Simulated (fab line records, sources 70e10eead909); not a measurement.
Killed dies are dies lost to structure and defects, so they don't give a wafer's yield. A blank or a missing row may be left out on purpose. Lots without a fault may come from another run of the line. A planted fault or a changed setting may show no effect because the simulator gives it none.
Chamber matching | flow nand_harc | NHARC_A_STAIRCASE_ETCH_169 on rie_diel-03: 4 sister chambers
The step etches the open film in CH3F/O2, target depth 50 nm, time 107.1 s. 18 wafers are shown with their chamber, then 9 later ones without.

WAFERS WITH THEIR CHAMBER
wafer  | chamber | drypump_motor_current_A (A) | showerhead_plenum_p_Torr (Torr) | rf_vpp_V (V)
L074.3 | 3       | 5.7                         | 2.65                            | 246.9
L074.4 | 2       | 4.8                         | 2.41                            | 245.2
L074.6 | 3       | 5.7                         | 2.65                            | 246.2
L076.2 | 1       | 6.1                         | 2.43                            | 243.6
L076.4 | 3       | 5.7                         | 2.65                            | 247.4
L076.5 | 2       | 4.8                         | 2.41                            | 243.3
L078.1 | 2       | 4.8                         | 2.41                            | 244.1
L078.4 | 3       | 5.7                         | 2.65                            | 246.7
L078.6 | 2       | 4.8                         | 2.41                            | 244.7
L079.2 | 1       | 6.1                         | 2.43                            | 243.1
L079.4 | 3       | 5.6                         | 2.65                            | 246.9
L079.6 | 2       | 4.8                         | 2.41                            | 243.7
L085.3 | 2       | 4.8                         | 2.40                            | 244.0
L085.4 | 0       | 5.3                         | 2.39                            | 244.6
L085.6 | 3       | 5.6                         | 2.64                            | 248.1
L087.2 | 1       | 6.1                         | 2.42                            | 244.2
L087.3 | 2       | 4.8                         | 2.40                            | 243.0
L087.6 | 3       | 5.7                         | 2.64                            | 246.0

SIGNATURES (means of the wafers above)
reading                  | chamber 0 | chamber 1 | chamber 2 | chamber 3 | scatter within a chamber
drypump_motor_current_A  | 5.300     | 6.100     | 4.800     | 5.671     | 0.0319
showerhead_plenum_p_Torr | 2.3900    | 2.4267    | 2.4071    | 2.6471    | 0.00502
rf_vpp_V                 | 244.600   | 243.633   | 244.000   | 246.886   | 0.715
Rule: a wafer's distance from a chamber is the root of the sum, over the readings, of the square of ((its reading less the chamber's mean) divided by the reading's scatter). The wafer belongs to the nearest chamber; if the next one is less than 2 further off, it can't be placed. The scatter: the root of (the sum of the squares of (reading less its chamber's mean) over the shown wafers, divided by (wafers less chambers)).

WAFERS WITHOUT THEIR CHAMBER
wafer  | drypump_motor_current_A (A) | showerhead_plenum_p_Torr (Torr) | rf_vpp_V (V)
L089.3 | 5.3                         | 2.38                            | 243.5
L089.4 | 5.7                         | 2.63                            | 246.5
L089.5 | 6.2                         | 2.41                            | 243.3
L088.2 | 5.6                         | 2.63                            | 246.4
L088.4 | 5.3                         | 2.38                            | 242.3
L088.5 | 4.8                         | 2.40                            | 245.1
L096.4 | 4.8                         | 2.38                            | 242.8
L096.5 | 5.3                         | 2.37                            | 243.7
L096.6 | 6.1                         | 2.40                            | 242.7

WHICH CHAMBER EACH WENT THROUGH
wafer  | from the rows above | in truth
L089.3 | 0                   | 0
L089.4 | 3                   | 3
L089.5 | 1                   | 1
L088.2 | 3                   | 3
L088.4 | 0                   | 0
L088.5 | 2                   | 2
L096.4 | 2                   | 2
L096.5 | 0                   | 0
L096.6 | 1                   | 1
Placed correctly: 9 of 9. Can't be placed from these rows: 0. Placed wrongly: 0.
